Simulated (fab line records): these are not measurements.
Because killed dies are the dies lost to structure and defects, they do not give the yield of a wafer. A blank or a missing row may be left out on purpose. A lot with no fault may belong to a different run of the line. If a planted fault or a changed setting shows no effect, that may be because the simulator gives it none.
Matching of chambers / flow nandHarc / NHARC_P_M0_CMP_23 on cmp-01 has 4 sister chambers
The step polishes, t overpolish 20 s, target thk 117.53 nm. 18 wafers are shown with their chamber, then 9 later ones without.

== WAFERS PAIRED WITH THEIR CHAMBERS ==
wafer=L074.2; chamber=2; timeToEndpointS (s)=27.6; motorCurrentA (A)=12.3
wafer=L074.3; chamber=1; timeToEndpointS (s)=27.1; motorCurrentA (A)=12.1
wafer=L074.5; chamber=1; timeToEndpointS (s)=24.1; motorCurrentA (A)=12.0
wafer=L077.2; chamber=1; timeToEndpointS (s)=25.7; motorCurrentA (A)=12.0
wafer=L077.3; chamber=3; timeToEndpointS (s)=25.0; motorCurrentA (A)=12.3
wafer=L077.4; chamber=0; timeToEndpointS (s)=29.4; motorCurrentA (A)=11.7
wafer=L081.2; chamber=2; timeToEndpointS (s)=31.2; motorCurrentA (A)=12.7
wafer=L081.3; chamber=3; timeToEndpointS (s)=25.1; motorCurrentA (A)=11.6
wafer=L081.5; chamber=2; timeToEndpointS (s)=27.9; motorCurrentA (A)=12.3
wafer=L084.1; chamber=1; timeToEndpointS (s)=27.6; motorCurrentA (A)=12.1
wafer=L084.2; chamber=3; timeToEndpointS (s)=25.3; motorCurrentA (A)=12.1
wafer=L084.6; chamber=2; timeToEndpointS (s)=29.4; motorCurrentA (A)=12.6
wafer=L087.2; chamber=1; timeToEndpointS (s)=30.9; motorCurrentA (A)=11.9
wafer=L087.3; chamber=0; timeToEndpointS (s)=29.3; motorCurrentA (A)=12.0
wafer=L087.5; chamber=2; timeToEndpointS (s)=32.5; motorCurrentA (A)=12.7
wafer=L090.1; chamber=2; timeToEndpointS (s)=26.7; motorCurrentA (A)=12.0
wafer=L090.5; chamber=2; timeToEndpointS (s)=30.3; motorCurrentA (A)=12.2
wafer=L090.6; chamber=1; timeToEndpointS (s)=27.4; motorCurrentA (A)=11.6

SIGNATURES, as means of the wafers listed above
reading=timeToEndpointS; chamber 0=29.350; chamber 1=27.133; chamber 2=29.371; chamber 3=25.133; scatter within a chamber=1.93
reading=motorCurrentA; chamber 0=11.850; chamber 1=11.950; chamber 2=12.400; chamber 3=12.000; scatter within a chamber=0.256
Rule: for each reading, subtract the chamber's mean from the wafer's reading, divide by that reading's scatter and square the result; add these up over the readings and take the root, which gives the wafer's distance from the chamber. If the next closest chamber is less than 2 further off than the closest, the wafer can't be placed; otherwise it belongs to the closest. How the scatter is found: for the shown wafers, subtract from each reading the mean of its chamber, square and add these, divide the total by (wafers less chambers), then take the root.

== WAFERS WITH NO CHAMBER GIVEN ==
wafer=L094.2; timeToEndpointS (s)=30.0; motorCurrentA (A)=12.2
wafer=L094.3; timeToEndpointS (s)=31.1; motorCurrentA (A)=12.7
wafer=L094.6; timeToEndpointS (s)=30.9; motorCurrentA (A)=11.8
wafer=L092.1; timeToEndpointS (s)=30.0; motorCurrentA (A)=12.8
wafer=L092.2; timeToEndpointS (s)=31.1; motorCurrentA (A)=11.4
wafer=L092.4; timeToEndpointS (s)=29.9; motorCurrentA (A)=12.4
wafer=L093.3; timeToEndpointS (s)=29.7; motorCurrentA (A)=12.8
wafer=L093.5; timeToEndpointS (s)=28.4; motorCurrentA (A)=11.9
wafer=L093.6; timeToEndpointS (s)=28.4; motorCurrentA (A)=11.8

== THE CHAMBER EACH PASSED THROUGH ==
wafer=L094.2; from the rows above=can't be placed: 2 or 0 or 1 or 3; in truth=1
wafer=L094.3; from the rows above=can't be placed: 2 or 0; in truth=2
wafer=L094.6; from the rows above=can't be placed: 0 or 1 or 2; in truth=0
wafer=L092.1; from the rows above=2; in truth=2
wafer=L092.2; from the rows above=can't be placed: 0 or 1 or 3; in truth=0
wafer=L092.4; from the rows above=can't be placed: 2 or 0 or 1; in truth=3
wafer=L093.3; from the rows above=2; in truth=2
wafer=L093.5; from the rows above=can't be placed: 0 or 1 or 3 or 2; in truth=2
wafer=L093.6; from the rows above=can't be placed: 0 or 1 or 3 or 2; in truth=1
2 of 9 placed correctly. Cannot be placed on the basis of these rows: 7; the candidates contain the true chamber in 6. Wrongly placed: 0.
